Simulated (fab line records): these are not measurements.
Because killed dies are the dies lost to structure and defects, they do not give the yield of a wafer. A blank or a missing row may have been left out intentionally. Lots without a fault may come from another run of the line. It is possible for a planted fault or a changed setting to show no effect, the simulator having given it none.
The tool behind it: which one? -- flow n5-finfet -- Sampling: 10 lots, 30 wafers, 4 of 1938 route steps

WHAT THE GAUGES SHOWED, per wafer
N5_BEOL_M7_INSPECT_13: inspects for defects (brightfield).
lot,measured,on,raw-defect-count
L077,day 9 10:39,defect-inspect-02,387 462 475
L079,day 10 09:02,defect-inspect-01,247 237 259
L082,day 11 15:46,defect-inspect-02,454 372 493
L083,day 11 23:47,defect-inspect-02,294 387 299
L086,day 12 14:57,defect-inspect-01,472 259 431
L088,day 13 02:19,defect-inspect-02,344 404 354
L089,day 13 17:16,defect-inspect-02,543 419 411
L092,day 14 19:46,defect-inspect-01,495 376 402
L097,day 15 04:50,defect-inspect-01,293 425 348
L096,day 15 11:25,defect-inspect-01,316 364 404

WHICH TOOL RAN EACH LOT (tool, then ch and the chambers of the sampled wafers, then the start)
lot,N5_BEOL_M6_DESCUM_33,N5_BEOL_M6_ETCH_66,N5_BEOL_M6_DEP_56
L077,"rie-diel-04 ch 2,3, day 9 03:46","rie-diel-04 ch 2,3, day 9 03:50","pecvd-03 ch 0,2, day 9 07:14"
L079,"rie-diel-06 ch 0,3, day 10 00:16","rie-diel-06 ch 0,3, day 10 00:21","pecvd-01 ch 0,1,2, day 10 03:49"
L082,"rie-diel-05 ch 0,1,2, day 11 09:02","rie-diel-05 ch 0,1,2, day 11 09:07","pecvd-03 ch 0,1,2, day 11 11:50"
L083,"rie-diel-05 ch 0,1,2, day 11 18:46","rie-diel-05 ch 0,1,2, day 11 18:52","pecvd-02 ch 0,1,2, day 11 21:57"
L086,"rie-diel-04 ch 0,1,2, day 12 09:08","rie-diel-04 ch 0,1,2, day 12 09:13","pecvd-03 ch 0,1,2, day 12 11:57"
L088,"rie-diel-06 ch 0,1,3, day 12 20:11","rie-diel-06 ch 0,1,3, day 12 20:16","pecvd-03 ch 0,1,2, day 12 23:46"
L089,"rie-diel-05 ch 0,2, day 13 12:47","rie-diel-05 ch 0,2, day 13 12:52","pecvd-01 ch 0,1,2, day 13 15:48"
L092,"rie-diel-06 ch 1,2,3, day 14 08:51","rie-diel-06 ch 1,2,3, day 14 08:56","pecvd-01 ch 0,1, day 14 14:31"
L097,"rie-diel-06 ch 0,1,3, day 14 22:41","rie-diel-06 ch 0,1,3, day 14 22:46","pecvd-01 ch 0,1,2, day 15 01:47"
L096,"rie-diel-04 ch 1,2,3, day 15 06:41","rie-diel-04 ch 1,2,3, day 15 06:48","pecvd-01 ch 0,1,2, day 15 09:25"
- N5_BEOL_M6_DESCUM_33: chemistry O2, time 7 s.
- N5_BEOL_M6_ETCH_66: etches SOC in N2/H2, target depth 80 nm, overetch 16 nm, time 120 s.
- N5_BEOL_M6_DEP_56: deposits SiCN from 3MS/NH3, target thk 10 nm, time 17.5 s.

THE ANSWER, worked out from the rows above alone
Rule: what is usual is taken from the lots themselves. Put in order of their means at a reading, lots are off if they are a third of the lots or fewer, leave a main group of 4 or more, and stand apart from it by a gap of 3 or more times the standard deviation of the main group's means; of several such gaps the widest counts. A main group whose means are all the same, to the digits that the tables above print for the reading, isn't used. Also off: a lot with no number at a reading for which 4 or more lots have one. Where the step has rows for the other lots, those lots are counted as sound.
None of the lots is off at any reading shown; this tells nothing.

WHAT THE SIMULATOR HAD PUT IN
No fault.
